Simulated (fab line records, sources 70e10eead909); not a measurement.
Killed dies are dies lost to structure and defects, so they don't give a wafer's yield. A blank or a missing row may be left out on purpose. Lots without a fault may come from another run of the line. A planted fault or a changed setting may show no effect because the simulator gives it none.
fab line records | flow nand_harc
record lots=13 wafers=38 last_day=33
route steps=1302 shown A_CHANNEL_HOLE_D1@487 A_CHANNEL_FILL_D1@496 A_DECK1_JOINT@518 END@1302
lots that met no fault: from a run of the same line without faults
start_h: hours from the record's first day to the start of the lot's first wafer shown | wait_h: hours since the lot's step before | " the same as in the row above | L1.1+2: a row that stands for several wafers | - no value, or no start given | * or withheld: withheld | < > ~ a bound
route shown NAME@n: a module of which the file shows steps, and the number in the route of the first | usual: mean/standard deviation of fault-free wafers | same: alike in all rows | chamber/n: place in a boat | sites: the reading at each site | _std_site: their standard deviation | _edge_site: outer sites' mean less inner sites' | radius_mm: how far each site lies from the wafer's centre | mask NAME#n: copy n | behind: the tool/chamber that last shaped the wafer | hold: why the lot was held/for how many hours/how that ended | device: the transistor (n, p or np) that didn't switch | end of line: the same wafers' tests at the end of the route | a step without rows: its recipe alone | killed: dies lost to structure and defects at the first sort, not the wafer's yield | map: a wafer's dies, x killed, . not, _ none there
set.NAME: the setting as run; set.NAME@STEP: as run at that earlier step | model.NAME: the simulator's own value behind a step, which no gauge read
steps of the route over a sample of lots; a table a step, a row a wafer
services: from which hour (start_h, from the record's first day; less than 0 if before it) a tool's chamber was out of use, for how many hours, and why
## steps
# step NHARC_A_CHANNEL_HOLE_D1_CD_MEAS_30
# usual cd_nm=90.0/0.92
# columns lot.wafer tool chamber start_h wait_h cd_nm
L191.1 cd_sem-01 - 194.84 - 89.2
L191.3 " - " " 88.5
L191.6 " - " " 89.5
L192.1 cd_sem-03 - 212.16 - 90.0
L192.4 " - " " 88.9
L192.5 " - " " 88.7
L194.1 cd_sem-02 - 233.35 - 91.1
L194.2 " - " " 91.6
L194.6 " - " " 89.9
L195.1 cd_sem-03 - 241.25 - 90.0
L195.4 " - " " 89.6
L195.6 " - " " 89.7
L196.2 cd_sem-03 - 243.57 - 89.7
L196.3 " - " " 90.2
L196.5 " - " " 89.5
L198.3 cd_sem-03 - 270.59 - 89.3
L198.4 " - " " 89.2
L198.5 " - " " 89.2
L201.1 cd_sem-02 - 293.55 - 88.5
L201.3 " - " " 90.3
L201.4 " - " " 89.1
L202.2 cd_sem-03 - 303.64 - 89.0
L202.5 " - " " 89.4
L202.6 " - " " 90.6
L203.1 cd_sem-03 - 316.59 - 91.7
L203.2 " - " " 92.2
L203.6 " - " " 91.5
L204.1 cd_sem-03 - 336.03 - 90.1
L204.4 " - " " 88.4
L204.5 " - " " 90.7
L205.1 cd_sem-03 - 337.15 - 89.8
L205.2 " - " " 89.1
L205.6 " - " " 90.7
L206.1 cd_sem-01 - 345.12 - 89.9
L206.6 " - " " 89.8
L213.2 cd_sem-01 - 415.12 - 90.2
L213.4 " - " " 90.2
L213.6 " - " " 90.7
# step NHARC_A_CHANNEL_FILL_D1_ALD_16
# recipe target_thk_a=15 pulse_time_s=10 ald_cycles=15 temp_c=300 material=SiO2
# usual heater_power_w=452/47 precursor_pulse_height_rel=1.000/0.021
# columns lot.wafer tool chamber start_h wait_h heater_power_w precursor_pulse_height_rel
L191.3 ald_hk-02 1 207.44 0.0 425 1.014
L191.1 " 3 " " 410 0.988
L191.6 " 2 " " 482 1.050
L192.1 ald_hk-02 0 224.77 0.1 447 0.990
L192.4 " 1 " " 432 0.993
L192.5 " 3 " " 426 1.031
L194.2 ald_hk-02 1 245.92 0.1 441 1.003
L194.1 " 0 " " 462 1.009
L194.6 " 1 " " 431 0.998
L195.4 ald_hk-04 3 253.85 0.1 523 0.988
L195.1 " 1 " " 442 1.017
L195.6 " 3 " " 513 1.030
L196.3 ald_hk-04 1 253.98 0.2 439 0.998
L196.2 " 3 " " 512 1.006
L196.5 " 2 " " 359 1.009
L198.4 ald_hk-01 0 283.22 0.0 487 1.009
L198.3 " 1 " " 460 1.010
L198.5 " 1 " " 466 1.008
L201.4 ald_hk-02 3 304.27 0.2 415 1.000
L201.1 " 0 " " 452 1.009
L201.3 " 1 " " 422 0.982
L202.2 ald_hk-02 3 316.28 0.1 409 1.003
L202.6 " 0 " " 459 0.979
L202.5 " 1 " " 436 0.976
L203.2 ald_hk-04 0 329.28 0.2 550 0.980
L203.1 " 1 " " 428 0.986
L203.6 " 3 " " 514 1.019
L204.1 ald_hk-02 2 348.55 0.0 466 0.988
L204.4 " 0 " " 455 1.000
L204.5 " 3 " " 410 0.991
L205.1 ald_hk-04 3 348.61 0.1 505 0.993
L205.2 " 0 " " 540 0.987
L205.6 " 2 " " 384 0.993
L206.1 ald_hk-01 0 357.79 0.1 455 0.990
L206.6 " 2 " " 505 0.955
L213.4 ald_hk-01 2 428.14 0.0 513 0.994
L213.2 " 1 " " 468 0.977
L213.6 " 3 " " 385 1.000
# step NHARC_A_DECK1_JOINT_ETCHBACK_07
# recipe target_depth_a=1050 time_s=26.9 hbr_flow_sccm=150 rf_w=350 icp_w=350 bias_w=60 chemistry=HBr
# usual drypump_motor_current_A=5.5/0.36 oes_product_au=1.002/0.0071 run_length_s=48.2/0.41 throttle_valve_pct=23.266/0.011
# columns lot.wafer tool chamber start_h wait_h drypump_motor_current_A oes_product_au rf_hours_counter_h run_length_s throttle_valve_pct
L191.3 rie_si-02 3 245.42 0.1 5.8 0.997 0.8 48.1 23.269
L191.1 " 0 " " 5.4 1.005 0.8 48.2 23.264
L191.6 " 2 " " 5.9 0.997 - 48.5 23.268
L192.1 rie_si-04 3 271.13 0.1 5.7 1.010 0.7 47.6 23.269
L192.4 " 0 " " 5.5 1.007 0.5 47.5 23.274
L192.5 " 3 " " 5.7 1.005 - 47.8 23.284
L194.2 rie_si-03 3 283.29 0.1 4.8 1.014 0.3 49.0 23.291
L194.1 " 0 " " 5.5 1.012 0.3 48.3 23.242
L194.6 " 0 " " 5.5 0.997 - 48.3 23.263
L196.2 rie_si-04 0 289.22 0.1 5.5 1.010 0.7 47.5 23.268
L196.3 " 2 " " 5.1 1.012 1.1 48.6 23.249
L196.5 " 1 " " 5.9 1.012 - 48.2 23.255
L195.1 rie_si-02 1 289.26 0.1 5.9 0.998 0.1 48.0 23.270
L195.6 " 3 " " 5.9 0.999 - 48.2 23.259
L195.4 " 0 " " 5.4 1.002 - 47.7 23.263
L198.3 rie_si-03 0 319.28 0.1 5.5 1.003 0.5 49.0 23.256
L198.4 " 3 " " 4.8 0.986 0.5 48.7 23.269
L198.5 " 0 " " 5.5 0.996 - 48.7 23.245
L201.3 rie_si-04 1 339.59 0.1 5.9 0.995 1.2 48.3 23.272
L201.1 " 3 " " 5.7 1.000 1.1 48.2 23.268
L201.4 " 3 " " 5.7 0.992 - 47.5 23.265
L202.2 rie_si-04 1 353.36 0.1 5.9 1.004 0 48.2 23.253
L202.5 " 3 " " 5.7 1.006 - 48.0 23.272
L202.6 " 0 " " 5.5 1.011 - 47.8 23.267
L203.2 rie_si-04 3 364.99 0.1 5.7 0.998 0.1 43.5 23.256
L203.1 " 2 " " 5.1 1.006 0.1 44.4 23.272
L203.6 " 3 " " 5.7 1.001 - 47.8 23.272
L205.2 rie_si-04 3 385.01 0.1 5.7 1.002 0.2 43.9 23.255
L205.1 " 2 " " 5.1 1.002 0.1 44.4 23.255
L205.6 " 0 " " 5.5 1.000 - 47.6 23.262
L204.4 rie_si-02 3 385.09 0.1 5.9 1.002 0.7 48.3 23.253
L204.1 " 0 " " 5.4 1.010 0.9 48.0 23.261
L204.5 " 3 " " 5.9 1.010 - 48.2 23.271
L206.1 rie_si-04 3 395.20 0.1 5.7 1.002 0.3 43.5 23.260
L206.6 " 2 " " 5.2 1.006 - 48.4 23.264
L213.4 rie_si-03 3 463.92 0.1 4.8 1.008 0.4 48.7 23.243
L213.2 " 1 " " 5.8 0.991 0.3 48.7 23.253
L213.6 " 3 " " 4.8 0.985 - 48.2 23.274
# step NHARC_A_DECK1_JOINT_THK_MEAS_14
# recipe thk_meas_gauge=ellipsometry
# usual thk_nm=51.1/1.3
# columns lot.wafer tool chamber start_h wait_h thk_nm
L191.1 film_metro-02 - 255.99 0.2 51.2
L191.3 " - " " 50.7
L191.6 " - " " 51.3
L192.1 film_metro-01 - 281.91 0.2 51.9
L192.4 " - " " 50.6
L192.5 " - " " 53.4
L194.1 film_metro-02 - 293.71 0.2 51.4
L194.2 " - " " 49.9
L194.6 " - " " 49.7
L195.1 film_metro-01 - 299.66 0.2 53.0
L195.4 " - " " 52.7
L195.6 " - " " 51.9
L196.2 film_metro-02 - 299.68 0.2 52.1
L196.3 " - " " 53.7
L196.5 " - " " 51.0
L198.3 film_metro-01 - 329.66 0.2 53.5
L198.4 " - " " 48.9
L198.5 " - " " 52.7
L201.1 film_metro-01 - 354.46 0.2 49.9
L201.3 " - " " 53.3
L201.4 " - " " 49.7
L202.2 film_metro-02 - 363.93 0.2 50.5
L202.5 " - " " 48.3
L202.6 " - " " 48.2
L203.1 film_metro-01 - 375.54 0.2 50.0
L203.2 " - " " 48.1
L203.6 " - " " 49.9
L205.1 film_metro-01 - 395.38 0.2 49.8
L205.2 " - " " 53.2
L205.6 " - " " 50.8
L204.1 film_metro-02 - 395.38 0.2 50.6
L204.4 " - " " 50.2
L204.5 " - " " 51.9
L206.1 film_metro-01 - 405.56 0.2 50.0
L206.6 " - " " 51.0
L213.2 film_metro-01 - 474.47 0.2 51.1
L213.4 " - " " 49.0
L213.6 " - " " 51.1
# step NHARC_END_SORT_01
# recipe temp_c=25
# usual killed_at_array=56/20 killed_at_other=1/1.3 killed_at_periphery=3.5/2.7 killed_dies=60/20 killed_open=3.3/1.6 killed_short=2.4/1.5
# same gross_dies=677
# columns lot.wafer tool chamber start_h wait_h killed_at_array killed_at_other killed_at_periphery killed_dies killed_open killed_short
L192.1 prober-02 0 580.06 2.5 82 0 3 85 5 2
L192.4 prober-02 0 582.47 3.4 81 0 8 89 2 3
L192.5 prober-02 0 583.27 3.7 59 0 8 67 2 2
L196.2 prober-01 0 619.67 2.7 49 0 6 55 4 0
L196.3 prober-01 0 620.46 3.0 46 1 5 52 5 3
L196.5 prober-01 0 622.04 3.7 59 0 2 61 3 6
L198.3 prober-01 0 633.56 3.1 68 1 0 69 3 4
L198.4 prober-01 0 634.36 3.4 59 6 2 67 2 3
L198.5 prober-01 0 635.16 3.7 48 1 3 52 4 1
L203.1 prober-01 0 677.55 2.5 88 0 7 95 3 4
L203.2 prober-01 0 678.35 2.8 74 1 9 84 4 1
L203.6 prober-01 0 681.56 4.0 73 0 7 80 2 1
L204.1 prober-01 0 711.04 2.5 87 0 6 93 4 4
L204.4 prober-01 0 713.39 3.3 90 0 2 92 2 0
L204.5 prober-01 0 714.17 3.6 88 0 6 94 7 3
L205.1 prober-02 0 711.14 2.5 52 2 1 55 4 5
L205.2 prober-02 0 711.94 2.8 39 1 1 41 4 1
L205.6 prober-02 0 715.12 4.0 51 3 4 58 6 3
L206.1 prober-02 0 721.96 2.5 117 2 1 120 3 1
L206.6 prober-02 0 725.94 4.0 74 1 1 76 4 0
L213.2 prober-01 0 781.06 2.8 12 1 1 14 3 1
L213.4 prober-01 0 782.62 3.3 15 2 2 19 5 2
L213.6 prober-01 0 784.18 3.9 16 3 2 21 4 3
# killed by level:class
L192.1 A_CHANNEL_HOLE_D2:chamber_film_flake=34 A_SLIT:chamber_film_flake=21 A_SGD_CUT:chamber_film_flake=7 A_CHANNEL_HOLE_D1:chamber_film_flake=5 A_STAIRCASE:chamber_film_flake=5 A_DECK1_JOINT:geometric_particle:open=2 P_GATE:chamber_film_flake=2 A_CONTACT:chamber_film_flake=2
L192.4 A_CHANNEL_HOLE_D2:chamber_film_flake=37 A_SLIT:chamber_film_flake=28 A_SGD_CUT:chamber_film_flake=4 P_GATE:chamber_film_flake=3 A_STAIRCASE:chamber_film_flake=3 A_M0:geometric_particle:open=2 P_STI:chamber_film_flake=2 A_CHANNEL_HOLE_D1:chamber_film_flake=2
L192.5 A_SLIT:chamber_film_flake=29 A_CHANNEL_HOLE_D2:chamber_film_flake=16 A_CHANNEL_HOLE_D1:chamber_film_flake=6 P_STI:chamber_film_flake=4 P_ZERO_WELL:chamber_film_flake=2 P_GATE:chamber_film_flake=2 A_SGD_CUT:chamber_film_flake=2 A_CONTACT:chamber_film_flake=2
L196.2 A_SLIT:chamber_film_flake=21 A_CHANNEL_HOLE_D2:chamber_film_flake=12 A_CHANNEL_HOLE_D1:chamber_film_flake=5 P_CONTACT:chamber_film_flake=3 A_CONTACT:chamber_film_flake=3 A_M1:chamber_film_flake=2 P_M0:geometric_particle:open=1 A_CHANNEL_HOLE_D1:geometric_particle:open=1
L196.3 A_SLIT:chamber_film_flake=24 A_CHANNEL_HOLE_D2:chamber_film_flake=5 A_CHANNEL_HOLE_D1:chamber_film_flake=4 A_CONTACT:chamber_film_flake=3 A_M1:chamber_film_flake=3 A_DECK1_JOINT:geometric_particle:short=2 P_CONTACT:chamber_film_flake=2 P_GATE:geometric_particle:open=1
L196.5 A_SLIT:chamber_film_flake=32 A_CONTACT:chamber_film_flake=6 A_CHANNEL_HOLE_D2:chamber_film_flake=5 A_M1:chamber_film_flake=4 A_CHANNEL_HOLE_D1:chamber_film_flake=3 A_SOURCE_PLATE:geometric_particle:short=2 P_M1:geometric_particle:short=1 A_ONON_D1:geometric_particle:short=1
L198.3 A_CHANNEL_HOLE_D2:chamber_film_flake=32 A_SLIT:chamber_film_flake=24 A_CONTACT:chamber_film_flake=2 A_SOURCE_PLATE:geometric_particle:open=1 A_CHANNEL_FILL_D1:geometric_particle:short=1 A_ONON_D2:geometric_particle:short=1 A_CHANNEL_HOLE_D2:geometric_particle:short=1 A_SGD_CUT:geometric_particle:open=1
L198.4 A_SLIT:chamber_film_flake=29 A_CHANNEL_HOLE_D2:chamber_film_flake=18 THIN_TSV:chamber_film_flake=5 A_CHANNEL_HOLE_D1:chamber_film_flake=4 A_CHANNEL_FILL_D2:chamber_film_flake=3 A_CHANNEL_FILL_D2:geometric_particle:short=2 P_GATE:geometric_particle:open=1 A_CHANNEL_FILL_D1:geometric_particle:open=1
L198.5 A_SLIT:chamber_film_flake=23 A_CHANNEL_HOLE_D2:chamber_film_flake=13 A_CHANNEL_HOLE_D1:chamber_film_flake=6 P_STI:geometric_particle:short=1 P_CONTACT:geometric_particle:open=1 A_CONTACT:geometric_particle:open=1 A_BLC:geometric_particle:open=1 A_M0:geometric_particle:open=1
L203.1 A_SLIT:chamber_film_flake=33 A_CHANNEL_HOLE_D1:chamber_film_flake=29 A_CHANNEL_HOLE_D2:chamber_film_flake=12 P_BONDPAD:chamber_film_flake=4 A_WL_FILL:chamber_film_flake=3 A_STAIRCASE:chamber_film_flake=3 A_CONTACT:chamber_film_flake=2 P_GATE:geometric_particle:open=1
L203.2 A_SLIT:chamber_film_flake=30 A_CHANNEL_HOLE_D1:chamber_film_flake=16 A_CHANNEL_HOLE_D2:chamber_film_flake=11 P_BONDPAD:chamber_film_flake=6 A_CONTACT:chamber_film_flake=5 P_STI:chamber_film_flake=2 A_ZERO_WELL:chamber_film_flake=2 A_STAIRCASE:chamber_film_flake=2
L203.6 A_SLIT:chamber_film_flake=33 A_CHANNEL_HOLE_D1:chamber_film_flake=19 A_CHANNEL_HOLE_D2:chamber_film_flake=10 A_STAIRCASE:chamber_film_flake=5 A_CONTACT:chamber_film_flake=4 P_BONDPAD:chamber_film_flake=3 P_GATE:geometric_particle:open=1 P_M0:geometric_particle:short=1
L204.1 A_SLIT:chamber_film_flake=39 A_CHANNEL_HOLE_D2:chamber_film_flake=21 A_STAIRCASE:chamber_film_flake=12 A_CHANNEL_HOLE_D1:chamber_film_flake=5 A_CONTACT:chamber_film_flake=4 P_CONTACT:geometric_particle:open=1 P_M0:geometric_particle:short=1 P_M0:geometric_particle:open=1
L205.1 A_CHANNEL_HOLE_D1:chamber_film_flake=31 A_CONTACT:chamber_film_flake=4 A_ONON_D1:geometric_particle:open=2 A_CHANNEL_FILL_D1:geometric_particle:short=2 A_DECK1_JOINT:chamber_film_flake=2 A_CHANNEL_HOLE_D2:chamber_film_flake=2 A_STAIRCASE:chamber_film_flake=2 A_SLIT:chamber_film_flake=2
L205.2 A_CHANNEL_HOLE_D1:chamber_film_flake=18 A_CONTACT:chamber_film_flake=5 A_STAIRCASE:chamber_film_flake=4 A_SLIT:chamber_film_flake=3 A_ONON_D1:geometric_particle:open=2 A_CHANNEL_HOLE_D2:chamber_film_flake=2 A_CHANNEL_HOLE_D1:geometric_particle:open=1 A_WL_FILL:geometric_particle:short=1
L204.4 A_SLIT:chamber_film_flake=33 A_CHANNEL_HOLE_D2:chamber_film_flake=22 A_CHANNEL_HOLE_D1:chamber_film_flake=12 A_STAIRCASE:chamber_film_flake=9 A_CONTACT:chamber_film_flake=9 A_M1:chamber_film_flake=3 P_M0:geometric_particle:open=1 A_SGD_CUT:geometric_particle:open=1
L204.5 A_SLIT:chamber_film_flake=32 A_CHANNEL_HOLE_D1:chamber_film_flake=19 A_CHANNEL_HOLE_D2:chamber_film_flake=13 A_CONTACT:chamber_film_flake=9 A_STAIRCASE:chamber_film_flake=6 P_STI:chamber_film_flake=3 A_CHANNEL_FILL_D2:geometric_particle:short=2 A_CONTACT:geometric_particle:open=2
L205.6 A_CHANNEL_HOLE_D1:chamber_film_flake=33 A_CONTACT:chamber_film_flake=5 P_CONTACT:geometric_particle:open=2 A_CHANNEL_FILL_D1:geometric_particle:open=2 A_STAIRCASE:chamber_film_flake=2 A_SLIT:chamber_film_flake=2 A_M1:chamber_film_flake=2 THIN_TSV:chamber_film_flake=2
L206.1 A_CHANNEL_HOLE_D1:chamber_film_flake=39 A_SLIT:chamber_film_flake=32 A_CHANNEL_HOLE_D2:chamber_film_flake=27 A_CONTACT:chamber_film_flake=9 A_WL_FILL:chamber_film_flake=3 A_STAIRCASE:chamber_film_flake=2 A_SGD_CUT:geometric_particle:open=1 A_WL_FILL:geometric_particle:open=1
L206.6 A_SLIT:chamber_film_flake=34 A_CHANNEL_HOLE_D1:chamber_film_flake=16 A_CHANNEL_HOLE_D2:chamber_film_flake=13 A_CONTACT:chamber_film_flake=5 A_STAIRCASE:chamber_film_flake=2 P_CONTACT:geometric_particle:open=1 A_ONON_D1:geometric_particle:open=1 THIN_TSV:chamber_film_flake=1
L213.2 A_SLIT:chamber_film_flake=3 A_BLC:chamber_film_flake=2 A_ONON_D1:geometric_particle:open=1 A_STAIRCASE:geometric_particle:open=1 A_BLC:geometric_particle:open=1 A_M1:geometric_particle:short=1 P_ZERO_WELL:chamber_film_flake=1 A_CHANNEL_FILL_D1:chamber_film_flake=1
L213.4 A_SLIT:chamber_film_flake=3 A_CHANNEL_HOLE_D2:chamber_film_flake=2 A_CONTACT:chamber_film_flake=2 THIN_TSV:chamber_film_flake=2 P_GATE:geometric_particle:open=1 P_M0:geometric_particle:open=1 A_ONON_D1:geometric_particle:open=1 A_ONON_D1:geometric_particle:short=1
L213.6 A_SLIT:chamber_film_flake=6 THIN_TSV:chamber_film_flake=3 A_BLC:chamber_film_flake=2 P_GATE:geometric_particle:open=1 P_M1:geometric_particle:short=1 A_SOURCE_PLATE:geometric_particle:open=1 A_CHANNEL_FILL_D1:geometric_particle:open=1 A_DECK1_JOINT:geometric_particle:open=1
## services
# columns tool chamber start_h hours kind
rie_si-03 2 190.13 8.1 repair
rie_si-03 - 221.00 9.0 pm
rie_si-03 0 253.46 2.5 repair
rie_si-02 1 256.65 3.3 repair
ald_hk-01 - 272.87 2.3 repair
rie_si-02 - 277.00 9.0 pm
rie_si-04 3 283.30 6.3 repair
ald_hk-01 - 299.92 10.0 pm
rie_si-04 2 301.01 1.9 repair
ald_hk-01 - 322.13 2.1 repair
rie_si-04 0 338.94 5.7 repair
rie_si-04 - 342.00 9.0 pm
rie_si-04 1 342.00 9.0 vent_cycle
rie_si-04 2 342.00 9.0 vent_cycle
rie_si-04 3 342.00 9.0 vent_cycle
ald_hk-02 - 348.81 10.0 pm
rie_si-04 0 351.00 - clean
rie_si-03 2 360.17 1.0 repair
ald_hk-04 - 366.28 2.0 repair
rie_si-03 - 398.00 9.0 pm
rie_si-03 1 408.63 12.8 repair
rie_si-02 0 425.88 6.3 repair
ald_hk-04 - 432.14 10.0 pm
rie_si-02 - 454.00 9.0 pm
## key
first_sign step=NHARC_A_DECK1_JOINT_ETCHBACK_07 reading=run_length_s direction=down sigmas=10 usual=* struck=*
effect none on later readings
met_at NHARC_A_DECK1_JOINT_ETCHBACK_07
struck_lots L203,L205,L206
struck_wafers L203.1,L203.2,L205.1,L205.2,L206.1
tester_left_out L203,L205,L206
not_acting_at NHARC_A_CHANNEL_HOLE_D1_CD_MEAS_30,NHARC_A_CHANNEL_FILL_D1_ALD_16,NHARC_A_DECK1_JOINT_THK_MEAS_14
onset_between 353.36 364.99
fault kind=process_parameter_drift tool=rie_si-04 chamber=- onset_h=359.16 steps=NHARC_A_DECK1_JOINT_ETCHBACK_07 channel=time_s offset=* shape=step end_h=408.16 scope=struck_wafers_only acts_in=* stated=*
# tester_left_out: of these lots the tester's yield and bins aren't shown, on N5 and GAA mostly nor the transistor test; their killed dies are dies lost to structure and defects alone, not to doping, threshold or leakage, so they don't give the yield
